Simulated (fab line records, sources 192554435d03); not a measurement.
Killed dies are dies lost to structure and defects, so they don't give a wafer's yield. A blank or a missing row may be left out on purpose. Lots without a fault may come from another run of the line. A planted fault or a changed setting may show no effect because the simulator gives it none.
One fault seen from 2 desks | flow n5_finfet | each desk has only its own numbers; what lay behind them comes last

THE TOOL OWNER'S DESK: rie_diel-05
The tool's own readings at N5_GATE_CUT_ETCH_36 (etches SiARC in CF4, target depth 13 nm, time 21.7 s): means of the sampled wafers that have a number, for each lot that ran on this tool. A lot is out of limits, marked OUT, if its mean lies more than 4 standard deviations from the usual mean; the brackets give that distance. Of its 8 readings 7 are shown: the one that was out of limits first, and those that lie furthest out on some lot.
Columns: A = bias_w at N5_GATE_CUT_ETCH_36, usual 35.98 W; B = cf4_flow_sccm at N5_GATE_CUT_ETCH_36, usual 100.0 sccm; C = drypump_motor_current_A at N5_GATE_CUT_ETCH_36, usual 5.8 A; D = oes_product_au at N5_GATE_CUT_ETCH_36, usual 0.66 a.u.; E = rf_vpp_V at N5_GATE_CUT_ETCH_36, usual 184.1 V; F = showerhead_plenum_p_Torr at N5_GATE_CUT_ETCH_36, usual 2.14 Torr; G = throttle_valve_pct at N5_GATE_CUT_ETCH_36, usual 15.66 %
lot  | first seen here | A     | B               | C   | D    | E     | F    | G
L887 | day 4 19:58     | 36.06 | 99.9            | 6.2 | 0.63 | 183.5 | 2.11 | 15.72
L892 | day 6 03:41     | 36.02 | 99.8            | 5.9 | 0.64 | 184.3 | 2.16 | 15.79
L901 | day 8 00:12     | 36.01 | 110.2 (+33) OUT | 6.1 | 0.63 | 184.0 | 2.20 | 16.18
This desk's finding: out of limits on L901; first on L901, day 8 00:12 (cf4_flow_sccm at N5_GATE_CUT_ETCH_36). In limits: L887, L892.

THE METROLOGY DESK
What the gauges read, lot by lot, whatever tool the lot ran on: means of the sampled wafers that have a number. A lot is out of limits, marked OUT, if its mean lies more than 4 standard deviations from the usual mean; the brackets give that distance. Of its 10 readings 7 are shown: those that lie furthest out on some lot.
Columns: A = DIBL_P at N5_BEOL_M4_RC_MEAS_101, usual 36.6 mV/V; B = IOFF_N at N5_BEOL_M4_RC_MEAS_101, usual 0.160 nA/um; C = IOFF_P at N5_BEOL_M4_RC_MEAS_101, usual 0.210 nA/um; D = ION_P at N5_BEOL_M4_RC_MEAS_101, usual 464 uA/um; E = SS_P at N5_BEOL_M4_RC_MEAS_101, usual 73.3 mV/dec; F = VT_N at N5_BEOL_M4_RC_MEAS_101, usual 249.1 mV; G = VT_P at N5_BEOL_M4_RC_MEAS_101, usual -250 mV
lot  | first seen here | A    | B     | C     | D   | E    | F     | G
L887 | day 7 23:26     | 36.2 | 0.153 | 0.189 | 465 | 73.6 | 250.3 | -253
L889 | day 8 13:53     | 37.0 | 0.148 | 0.220 | 476 | 73.2 | 250.0 | -247
L892 | day 9 20:05     | 36.4 | 0.142 | 0.214 | 471 | 73.2 | 250.5 | -250
L895 | day 11 08:06    | 36.4 | 0.161 | 0.210 | 463 | 72.8 | 249.9 | -248
L901 | day 11 22:29    | 37.7 | 0.195 | 0.266 | 472 | 73.5 | 244.8 | -245
L906 | day 12 19:46    | 36.8 | 0.167 | 0.222 | 473 | 73.5 | 247.8 | -245
L905 | day 13 00:31    | 36.5 | 0.155 | 0.189 | 458 | 73.6 | 251.2 | -253
L907 | day 13 03:23    | 34.1 | 0.138 | 0.196 | 465 | 72.5 | 249.6 | -248
This desk's finding: nothing out of limits on any of the 8 lots.

PUT TOGETHER
The tool owner's desk could have raised an alarm at day 8 00:12, on L901.
The metrology desk saw nothing out of limits.
The metrology desk has L901 on record, within its limits.
Of the lots named, all ran N5_GATE_CUT_ETCH_36 on rie_diel-05.

WHAT THE SIMULATOR HAD PUT IN
Process parameter drift: rie_diel-05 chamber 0, from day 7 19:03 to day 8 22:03, at N5_GATE_CUT_ETCH_36. Setting cf4_flow_sccm, moved by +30, from 100. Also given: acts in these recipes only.
Lots struck among those shown: L901.
Hours from the fault's start to each desk's first reading out of limits: the tool owner's desk, 5.
